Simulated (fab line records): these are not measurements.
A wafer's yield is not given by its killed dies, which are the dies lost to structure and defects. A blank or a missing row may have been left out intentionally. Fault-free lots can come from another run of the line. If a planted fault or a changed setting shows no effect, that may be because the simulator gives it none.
Which tool is to blame? + flow n5-finfet + Sampling: 8 lots, 24 wafers, 5 of 1938 route steps

WHAT THE GAUGES READ, wafer by wafer
N5_BEOL_M4_RC_MEAS_101. Usual: DIBL_N 36.4 mV/V, standard deviation 1.4; DIBL_P 36.3 mV/V, standard deviation 1.8; IOFF_N 0.163 nA/um, standard deviation 0.024; IOFF_P 0.21 nA/um, standard deviation 0.034; ION_N 673 uA/um, standard deviation 11; ION_P 461 uA/um, standard deviation 7.4; SS_N 71.6 mV/dec, standard deviation 0.52; SS_P 73.3 mV/dec, standard deviation 0.58; VT_N 249.4 mV, standard deviation 2.5; VT_P -250 mV, standard deviation 3.5.
| lot  | measured     | on        | DIBL_N (mV/V)  | DIBL_P (mV/V)  | IOFF_N (nA/um)    | IOFF_P (nA/um) | ION_N (uA/um) | ION_P (uA/um) | SS_N (mV/dec)  | SS_P (mV/dec)  | VT_N (mV)         | VT_P (mV)      | flag |
|------|--------------|-----------|----------------|----------------|-------------------|----------------|---------------|---------------|----------------|----------------|-------------------|----------------|------|
| L965 | day 9 07:05  | prober-01 | 37.5 35.5 38.3 | 36.9 34.4 37.3 | 0.177 0.136 0.186 | 0.25 0.20 0.27 | 684 668 677   | 470 464 467   | 72.3 71.2 71.6 | 73.5 72.7 73.2 | 250.3 249.4 249.5 | -245 -249 -244 |      |
| L968 | day 10 09:15 | prober-01 | 36.0 34.4 35.0 | 35.9 34.8 34.5 | 0.159 0.137 0.145 | 0.20 0.18 0.18 | 652 651 659   | 450 451 446   | 72.2 70.9 71.7 | 73.1 72.5 73.3 | 250.4 252.9 254.1 | -250 -254 -253 |      |
| L978 | day 12 19:30 | prober-02 | 37.2 36.8 36.7 | 37.3 36.7 37.1 | 0.153 0.150 0.156 | 0.21 0.20 0.21 | 674 665 679   | 457 459 463   | 72.6 71.8 71.8 | 73.9 73.5 73.9 | 250.4 252.3 251.0 | -250 -251 -253 |      |
| L979 | day 12 22:25 | prober-01 | 39.8 38.6 38.2 | 39.1 37.8 37.4 | 0.201 0.186 0.171 | 0.26 0.25 0.23 | 667 684 666   | 458 467 463   | 71.8 71.5 71.7 | 74.0 73.6 73.3 | 250.8 249.1 248.9 | -245 -245 -247 |      |
| L982 | day 13 18:05 | prober-01 | 37.4 40.3 36.6 | 35.5 38.7 33.9 | 0.158 0.217 0.146 | 0.23 0.30 0.22 | 674 691 656   | 466 465 458   | 71.0 72.4 71.6 | 73.2 73.9 72.1 | 249.3 245.3 254.2 | -247 -242 -247 |      |

EACH LOT AND THE TOOL THAT RAN IT (in order: tool; ch and the chambers of the sampled wafers; start)
| lot  | N5_MOL_CONTACT_COAG_STRIP_96      | N5_MOL_CONTACT_COAG_STRIP_119        | N5_MOL_CONTACT_COAG_VIA_ETCH_117   | N5_MOL_CONTACT_COAG_STRIP_72       |
|------|-----------------------------------|--------------------------------------|------------------------------------|------------------------------------|
| L965 | rie-diel-03 ch 0,1,3, day 6 16:43 | plasma-asher-02 ch 0,1, day 6 17:05  | rie-diel-04 ch 0,2,3, day 6 18:23  | rie-diel-04 ch 0,2,3, day 6 18:31  |
| L968 | rie-diel-04 ch 2,3, day 7 11:27   | plasma-asher-02 ch 0,1, day 7 11:35  | rie-diel-06 ch 0,2,3, day 7 12:38  | rie-diel-06 ch 0,2,3, day 7 12:46  |
| L970 | rie-diel-04 ch 0,2, day 7 23:26   | plasma-asher-02 ch 0,1, day 7 23:34  | rie-diel-06 ch 1,3, day 8 00:52    | rie-diel-06 ch 1,3, day 8 00:59    |
| L971 | rie-diel-03 ch 1,2, day 8 02:55   | plasma-asher-01 ch 0,1, day 8 03:02  | rie-diel-03 ch 0,2, day 8 04:37    | rie-diel-03 ch 0,2, day 8 04:44    |
| L972 | rie-diel-04 ch 0,1,2, day 8 11:27 | plasma-asher-01 ch 0,1, day 8 11:34  | rie-diel-04 ch 0,1,2, day 8 12:56  | rie-diel-04 ch 0,1,2, day 8 13:03  |
| L978 | rie-diel-03 ch 2,3, day 9 20:25   | plasma-asher-01 ch 0,1, day 9 20:34  | rie-diel-04 ch 0,1,3, day 9 21:36  | rie-diel-04 ch 0,1,3, day 9 21:43  |
| L979 | rie-diel-06 ch 0,3, day 10 01:44  | plasma-asher-01 ch 0, day 10 02:06   | rie-diel-03 ch 0,2,3, day 10 03:17 | rie-diel-03 ch 0,2,3, day 10 03:25 |
| L982 | rie-diel-04 ch 0,1, day 11 03:05  | plasma-asher-01 ch 0,1, day 11 03:13 | rie-diel-03 ch 0,2,3, day 11 04:24 | rie-diel-03 ch 0,2,3, day 11 04:31 |
- N5_MOL_CONTACT_COAG_STRIP_96: strips in N2/H2.
- N5_MOL_CONTACT_COAG_STRIP_119: strips in N2/H2, time 30 s.
- N5_MOL_CONTACT_COAG_VIA_ETCH_117: etches SiO2 in C4F6/O2, target depth 40 nm, overetch 8 nm, time 26 s.
- N5_MOL_CONTACT_COAG_STRIP_72: strips in N2/H2.

WHAT THE TOOLS THEMSELVES READ (means of the sampled wafers that have a number; where no wafer has one, the mark that the record gives instead)
N5_MOL_CONTACT_COAG_STRIP_96. Usual: bias-power-w 27.99 W, standard deviation 0.08; chamber-pressure-mTorr 50.01 mTorr, standard deviation 0.055; drypump-motor-current-A 5.6 A, standard deviation 0.38; oes-product-au 0.82 a.u., standard deviation 0.09; rf-vpp-V 122.1 V, standard deviation 1.4; showerhead-plenum-p-Torr 3.40 Torr, standard deviation 0.1; temp-c 40.00 C, standard deviation 0.12; throttle-valve-pct 18.9 %, standard deviation 0.44.
| lot  | tool        | bias-power-w (W) | chamber-pressure-mTorr (mTorr) | drypump-motor-current-A (A) | oes-product-au (a.u.) | rf-vpp-V (V) | showerhead-plenum-p-Torr (Torr) | temp-c (C) | throttle-valve-pct (%) | flag |
|------|-------------|------------------|--------------------------------|-----------------------------|-----------------------|--------------|---------------------------------|------------|------------------------|------|
| L965 | rie-diel-03 | 27.96            | 50.01                          | 5.5                         | 0.76                  | 122.3        | 3.35                            | 39.94      | 19.2                   |      |
| L968 | rie-diel-04 | 28.07            | 49.98                          | 5.6                         | 0.89                  | 120.9        | 3.43                            | 40.05      | 18.4                   |      |
| L970 | rie-diel-04 | 28.02            | 50.09                          | 5.5                         | 0.84                  | 122.7        | 3.51                            | 40.15      | 19.0                   |      |
| L971 | rie-diel-03 | 28.02            | 49.99                          | 5.7                         | 0.82                  | 123.3        | 3.48                            | 39.94      | 18.6                   |      |
| L972 | rie-diel-04 | 27.94            | 50.07                          | 5.6                         | 0.88                  | 123.4        | 3.47                            | 39.98      | 18.8                   |      |
| L978 | rie-diel-03 | 27.97            | 50.01                          | 5.7                         | 0.93                  | 123.2        | 3.48                            | 39.90      | 19.1                   |      |
| L979 | rie-diel-06 | 27.98            | 49.99                          | 6.2                         | 0.70                  | 122.4        | 3.42                            | 40.09      | 19.3                   |      |
| L982 | rie-diel-04 | 27.95            | 50.01                          | 5.6                         | 0.87                  | 122.8        | 3.47                            | 40.02      | 18.9                   |      |

N5_MOL_CONTACT_COAG_STRIP_119. Usual: drypump-motor-current-A 5.9 A, standard deviation 0.61; h2-flow-sccm 3252 sccm, standard deviation 10; heater-power-w 341 W, standard deviation 26; temp-c 249.98 C, standard deviation 0.19.
| lot  | tool            | drypump-motor-current-A (A) | h2-flow-sccm (sccm) | heater-power-w (W) | temp-c (C) | flag |
|------|-----------------|-----------------------------|---------------------|--------------------|------------|------|
| L965 | plasma-asher-02 | 5.5                         | 3260                | 349                | 249.84     |      |
| L968 | plasma-asher-02 | 5.4                         | 3251                | 346                | 249.87     |      |
| L970 | plasma-asher-02 | 5.2                         | 3267                | 367                | 250.16     |      |
| L971 | plasma-asher-01 | 6.3                         | 3254                | 323                | 249.83     |      |
| L972 | plasma-asher-01 | 6.3                         | 3261                | 325                | 249.96     |      |
| L978 | plasma-asher-01 | 6.4                         | 3250                | 330                | 249.91     |      |
| L979 | plasma-asher-01 | 6.1                         | 3247                | 322                | 250.16     |      |
| L982 | plasma-asher-01 | 6.3                         | 3249                | 324                | 249.89     |      |

N5_MOL_CONTACT_COAG_VIA_ETCH_117. Usual: drypump-motor-current-A 5.5 A, standard deviation 0.36; oes-product-au 0.74 a.u., standard deviation 0.073; rf-vpp-V 1588 V, standard deviation 16; showerhead-plenum-p-Torr 2.87 Torr, standard deviation 0.087; throttle-valve-pct 41.0 %, standard deviation 0.32.
| lot  | tool        | drypump-motor-current-A (A) | oes-product-au (a.u.) | rf-vpp-V (V) | showerhead-plenum-p-Torr (Torr) | throttle-valve-pct (%) | flag |
|------|-------------|-----------------------------|-----------------------|--------------|---------------------------------|------------------------|------|
| L965 | rie-diel-04 | 5.5                         | 0.78                  | 1589         | 2.93                            | 40.8                   |      |
| L968 | rie-diel-06 | 5.7                         | 0.68                  | 1584         | 2.84                            | 41.2                   |      |
| L970 | rie-diel-06 | 5.7                         | 0.67                  | 1581         | 2.80                            | 41.2                   |      |
| L971 | rie-diel-03 | 5.2                         | 0.79                  | 1584         | 2.86                            | 41.0                   |      |
| L972 | rie-diel-04 | 5.6                         | 0.78                  | 1590         | 2.93                            | 41.0                   |      |
| L978 | rie-diel-04 | 5.6                         | 0.77                  | 1588         | 2.92                            | 41.0                   |      |
| L979 | rie-diel-03 | 5.5                         | 0.79                  | 1595         | 2.89                            | 41.1                   |      |
| L982 | rie-diel-03 | 5.5                         | 0.78                  | 1596         | 2.89                            | 41.1                   |      |

N5_MOL_CONTACT_COAG_STRIP_72. Usual: bias-power-w 7.000 W, standard deviation 0.021; chamber-pressure-mTorr 20.01 mTorr, standard deviation 0.045; drypump-motor-current-A 5.6 A, standard deviation 0.36; oes-product-au 0.82 a.u., standard deviation 0.09; rf-vpp-V 59.0 V, standard deviation 2.1; showerhead-plenum-p-Torr 2.57 Torr, standard deviation 0.083; temp-c 39.99 C, standard deviation 0.11; throttle-valve-pct 23.6 %, standard deviation 0.39.
| lot  | tool        | bias-power-w (W) | chamber-pressure-mTorr (mTorr) | drypump-motor-current-A (A) | oes-product-au (a.u.) | rf-vpp-V (V) | showerhead-plenum-p-Torr (Torr) | temp-c (C) | throttle-valve-pct (%) | flag |
|------|-------------|------------------|--------------------------------|-----------------------------|-----------------------|--------------|---------------------------------|------------|------------------------|------|
| L965 | rie-diel-04 | 7.021            | 20.04                          | 5.6                         | 0.88                  | 62.5         | 2.63                            | 40.09      | 23.4                   |      |
| L968 | rie-diel-06 | 6.979            | 19.97                          | 5.7                         | 0.76                  | 58.0         | 2.54                            | 40.16      | 23.8                   |      |
| L970 | rie-diel-06 | -                | -                              | -                           | -                     | -            | -                               | -          | -                      | OFF  |
| L971 | rie-diel-03 | -                | -                              | -                           | -                     | -            | -                               | -          | -                      | OFF  |
| L972 | rie-diel-04 | -                | -                              | -                           | -                     | -            | -                               | -          | -                      | OFF  |
| L978 | rie-diel-04 | 7.001            | 20.03                          | 5.6                         | 0.87                  | 57.6         | 2.62                            | 40.00      | 23.6                   |      |
| L979 | rie-diel-03 | 7.010            | 20.02                          | 5.5                         | 0.90                  | 59.6         | 2.59                            | 39.99      | 23.7                   |      |
| L982 | rie-diel-03 | 7.006            | 19.99                          | 5.5                         | 0.86                  | 58.2         | 2.59                            | 40.08      | 23.6                   |      |

THE ANSWER, worked out from the rows above alone
Rule: take the mean of a lot's wafers that have a number; if it is more than 3 standard deviations from the usual mean, the lot is off. Also off: a lot with no number at a reading for which 4 or more lots have one. The other lots that the step has rows for count as sound. First the gauges in route order, then the tools' own readings, where a lot's mean is used as printed above. The first step at which some lot is off is used, and at that step the reading that is off furthest; a lot without a number counts as furthest.
Off: L970, L971, L972 (N5_MOL_CONTACT_COAG_STRIP_72, bias-power-w). Without a number there: L970, L971, L972.
A tool fits if, at that step or a process step before it, it ran every lot that is off, and no sound lot after the first of them. Not one of the candidates tried fits.

WHAT THE SIMULATOR HAD PUT IN
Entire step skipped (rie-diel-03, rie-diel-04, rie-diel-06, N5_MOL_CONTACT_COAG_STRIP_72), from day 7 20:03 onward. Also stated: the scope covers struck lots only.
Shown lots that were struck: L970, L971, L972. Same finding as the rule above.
